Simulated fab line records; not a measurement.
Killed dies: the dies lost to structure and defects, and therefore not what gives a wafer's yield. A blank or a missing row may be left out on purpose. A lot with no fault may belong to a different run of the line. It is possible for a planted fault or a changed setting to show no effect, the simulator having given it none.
Split-lot experiment :: flow n5_finfet :: route with 1938 steps; 7 lots, 39 wafers read

== ABOUT THE SPLIT ==
At N5_FIN_SAQP_SPACER1_ALD_24 (deposits SiO2, target thk 20.3 nm, pulse time 1 s, purge time 2 s), the setting ald_cycles was moved away from the recipe's 218 on 9 of the 39 wafers read, by -56.9% to -45.4%. For the rest of the wafers, this setting stayed at what the recipe calls for.

== FROM THE SPLIT TO THE READING: what the file shows between them, 2 steps ==
- N5_FIN_SAQP_SPACER1_ETCHBACK_25: etches SiO2 in CHF3/O2, target depth 24.4 nm, time 12.2 s
- N5_FIN_SAQP_MANDREL1_REMOVE_56: chemistry HBr/Cl2/O2, target a-Si, stops on SiNx, bt time 10 s

== THE READING ==
Shown in nm: cd_nm at N5_FIN_SAQP_CD_MEAS_27, with target cd 20 nm. Fault-free wafers of this fab line usually give 20.32 nm, standard deviation 0.25 nm.

wafer: L075.1
tool, chamber at the split: ald_sin-03, 3
ald_cycles as run: 218
against the recipe: recipe
cd_nm, nm: 19.75
against lot-mates on the recipe: -

wafer: L075.2
tool, chamber at the split: ald_sin-03, 2,0,1
ald_cycles as run: 94
against the recipe: -56.9%
cd_nm, nm: 9.09
against lot-mates on the recipe: -11.16

wafer: L075.3
tool, chamber at the split: ald_sin-03, 2,0,1
ald_cycles as run: 94
against the recipe: -56.9%
cd_nm, nm: 8.69
against lot-mates on the recipe: -11.56

wafer: L075.4
tool, chamber at the split: ald_sin-03, 2,0,1
ald_cycles as run: 94
against the recipe: -56.9%
cd_nm, nm: 8.84
against lot-mates on the recipe: -11.41

wafer: L075.5
tool, chamber at the split: ald_sin-03, 1,0
ald_cycles as run: 218
against the recipe: recipe
cd_nm, nm: 20.45
against lot-mates on the recipe: -

wafer: L075.6
tool, chamber at the split: ald_sin-03, 1,0
ald_cycles as run: 218
against the recipe: recipe
cd_nm, nm: 20.54
against lot-mates on the recipe: -

wafer: L078.1
tool, chamber at the split: ald_sin-04, 1,2,2
ald_cycles as run: 218
against the recipe: recipe
cd_nm, nm: 20.35
against lot-mates on the recipe: -

wafer: L078.2
tool, chamber at the split: ald_sin-04, 1,2,2
ald_cycles as run: 218
against the recipe: recipe
cd_nm, nm: 20.10
against lot-mates on the recipe: -

wafer: L078.3
tool, chamber at the split: ald_sin-04, 3
ald_cycles as run: 218
against the recipe: recipe
cd_nm, nm: 20.40
against lot-mates on the recipe: -

wafer: L078.4
tool, chamber at the split: ald_sin-04, 1
ald_cycles as run: 218
against the recipe: recipe
cd_nm, nm: 20.40
against lot-mates on the recipe: -

wafer: L078.5
tool, chamber at the split: ald_sin-04, 3
ald_cycles as run: 218
against the recipe: recipe
cd_nm, nm: 20.88
against lot-mates on the recipe: -

wafer: L078.6
tool, chamber at the split: ald_sin-04, 1,2,2
ald_cycles as run: 218
against the recipe: recipe
cd_nm, nm: 19.87
against lot-mates on the recipe: -

wafer: L085.1
tool, chamber at the split: ald_sin-03, 1,0
ald_cycles as run: 119
against the recipe: -45.4%
cd_nm, nm: 11.47
against lot-mates on the recipe: -9.04

wafer: L085.2
tool, chamber at the split: ald_sin-03, 0,1
ald_cycles as run: 218
against the recipe: recipe
cd_nm, nm: 20.69
against lot-mates on the recipe: -

wafer: L085.3
tool, chamber at the split: ald_sin-03, 2
ald_cycles as run: 119
against the recipe: -45.4%
cd_nm, nm: 11.33
against lot-mates on the recipe: -9.18

wafer: L085.4
tool, chamber at the split: ald_sin-03, 2
ald_cycles as run: 218
against the recipe: recipe
cd_nm, nm: 20.43
against lot-mates on the recipe: -

wafer: L085.5
tool, chamber at the split: ald_sin-03, 1,0
ald_cycles as run: 119
against the recipe: -45.4%
cd_nm, nm: 11.08
against lot-mates on the recipe: -9.43

wafer: L085.6
tool, chamber at the split: ald_sin-03, 0,1
ald_cycles as run: 218
against the recipe: recipe
cd_nm, nm: 20.41
against lot-mates on the recipe: -

wafer: L087.2
tool, chamber at the split: ald_sin-01, 0,3,1
ald_cycles as run: 218
against the recipe: recipe
cd_nm, nm: 20.45
against lot-mates on the recipe: -

wafer: L087.4
tool, chamber at the split: ald_sin-01, 0,3,1
ald_cycles as run: 218
against the recipe: recipe
cd_nm, nm: 20.25
against lot-mates on the recipe: -

wafer: L087.6
tool, chamber at the split: ald_sin-01, 0,3,1
ald_cycles as run: 218
against the recipe: recipe
cd_nm, nm: 20.32
against lot-mates on the recipe: -

wafer: L090.1
tool, chamber at the split: ald_sin-01, 2,1,3,0,1
ald_cycles as run: 218
against the recipe: recipe
cd_nm, nm: 19.84
against lot-mates on the recipe: -

wafer: L090.2
tool, chamber at the split: ald_sin-01, 2,1,3,0,1
ald_cycles as run: 218
against the recipe: recipe
cd_nm, nm: 19.85
against lot-mates on the recipe: -

wafer: L090.3
tool, chamber at the split: ald_sin-01, 2,1,3,0,1
ald_cycles as run: 218
against the recipe: recipe
cd_nm, nm: 20.32
against lot-mates on the recipe: -

wafer: L090.4
tool, chamber at the split: ald_sin-01, 2,1,3,0,1
ald_cycles as run: 218
against the recipe: recipe
cd_nm, nm: 20.52
against lot-mates on the recipe: -

wafer: L090.5
tool, chamber at the split: ald_sin-01, 0
ald_cycles as run: 218
against the recipe: recipe
cd_nm, nm: 20.45
against lot-mates on the recipe: -

wafer: L090.6
tool, chamber at the split: ald_sin-01, 2,1,3,0,1
ald_cycles as run: 218
against the recipe: recipe
cd_nm, nm: 20.33
against lot-mates on the recipe: -

wafer: L091.1
tool, chamber at the split: ald_sin-04, 0
ald_cycles as run: 99
against the recipe: -54.6%
cd_nm, nm: 9.46
against lot-mates on the recipe: -10.87

wafer: L091.2
tool, chamber at the split: ald_sin-04, 3,1
ald_cycles as run: 218
against the recipe: recipe
cd_nm, nm: 20.72
against lot-mates on the recipe: -

wafer: L091.3
tool, chamber at the split: ald_sin-04, 3,1
ald_cycles as run: 218
against the recipe: recipe
cd_nm, nm: 19.97
against lot-mates on the recipe: -

wafer: L091.4
tool, chamber at the split: ald_sin-04, 2
ald_cycles as run: 218
against the recipe: recipe
cd_nm, nm: 20.30
against lot-mates on the recipe: -

wafer: L091.5
tool, chamber at the split: ald_sin-04, 1,0
ald_cycles as run: 99
against the recipe: -54.6%
cd_nm, nm: 8.94
against lot-mates on the recipe: -11.39

wafer: L091.6
tool, chamber at the split: ald_sin-04, 1,0
ald_cycles as run: 99
against the recipe: -54.6%
cd_nm, nm: 8.66
against lot-mates on the recipe: -11.67

wafer: L093.1
tool, chamber at the split: ald_sin-04, 1,3,0,0
ald_cycles as run: 218
against the recipe: recipe
cd_nm, nm: 20.22
against lot-mates on the recipe: -

wafer: L093.2
tool, chamber at the split: ald_sin-04, 2,1
ald_cycles as run: 218
against the recipe: recipe
cd_nm, nm: 20.08
against lot-mates on the recipe: -

wafer: L093.3
tool, chamber at the split: ald_sin-04, 1,3,0,0
ald_cycles as run: 218
against the recipe: recipe
cd_nm, nm: 20.32
against lot-mates on the recipe: -

wafer: L093.4
tool, chamber at the split: ald_sin-04, 1,3,0,0
ald_cycles as run: 218
against the recipe: recipe
cd_nm, nm: 20.14
against lot-mates on the recipe: -

wafer: L093.5
tool, chamber at the split: ald_sin-04, 1,3,0,0
ald_cycles as run: 218
against the recipe: recipe
cd_nm, nm: 20.35
against lot-mates on the recipe: -

wafer: L093.6
tool, chamber at the split: ald_sin-04, 2,1
ald_cycles as run: 218
against the recipe: recipe
cd_nm, nm: 20.02
against lot-mates on the recipe: -
Where a row lists several chambers, the file gives one row for several wafers and doesn't say which wafer went through which chamber.

THE FIT
A straight line over all 39 wafers: cd_nm changes by +0.202 nm for each +1% of ald_cycles; r = +1.00; the points scatter about the line by 0.28 nm.
The same after taking each lot's own level away (the mean of its wafers on the recipe; 39 wafers): +0.203 nm for each +1%; r = +1.00; scatter 0.26 nm.
Per that fit: largest ald_cycles move, reading shift of 12 nm.
The span of the lots' own levels, 20.188 to 20.510 nm, comes to 1.3 times the standard deviation stated above.
So the lot-to-lot level changes the slope little: the two slopes agree.
Check: -11.6 nm against its lot-mates is what the line predicts for one of the wafers moved furthest among these (-56.9%) when that wafer is left out of the fit. Against them it came out at -11.2 nm.

== THE WHOLE CHAIN: every reading that the file lists as answering this split, in the file's order ==
step: N5_FIN_SAQP_SPACER1_ALD_24
what it does: deposits SiO2, target thk 20.3 nm, pulse time 1 s, purge time 2 s
reading: SiO2_of_FIN_SAQP_SPACER1_ALD_24.thk_nm (the simulator's own value, which no gauge read)
change (the file's fit): +0.203 nm for each +1% of the setting
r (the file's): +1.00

step: N5_FIN_SAQP_MANDREL1_REMOVE_56
what it does: chemistry HBr/Cl2/O2, target a-Si, stops on SiNx, bt time 10 s
reading: FIN_SAQP.cd_nm (the simulator's own value, which no gauge read)
change (the file's fit): +0.203 nm for each +1% of the setting
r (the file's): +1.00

step: N5_FIN_SAQP_CD_MEAS_27
what it does: target cd 20 nm
reading: cd_nm
change (the file's fit): +0.203 nm for each +1% of the setting
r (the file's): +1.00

== FILE'S OWN FIT ==
cd_nm changes by +0.203 nm for each +1% of ald_cycles, r = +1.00.
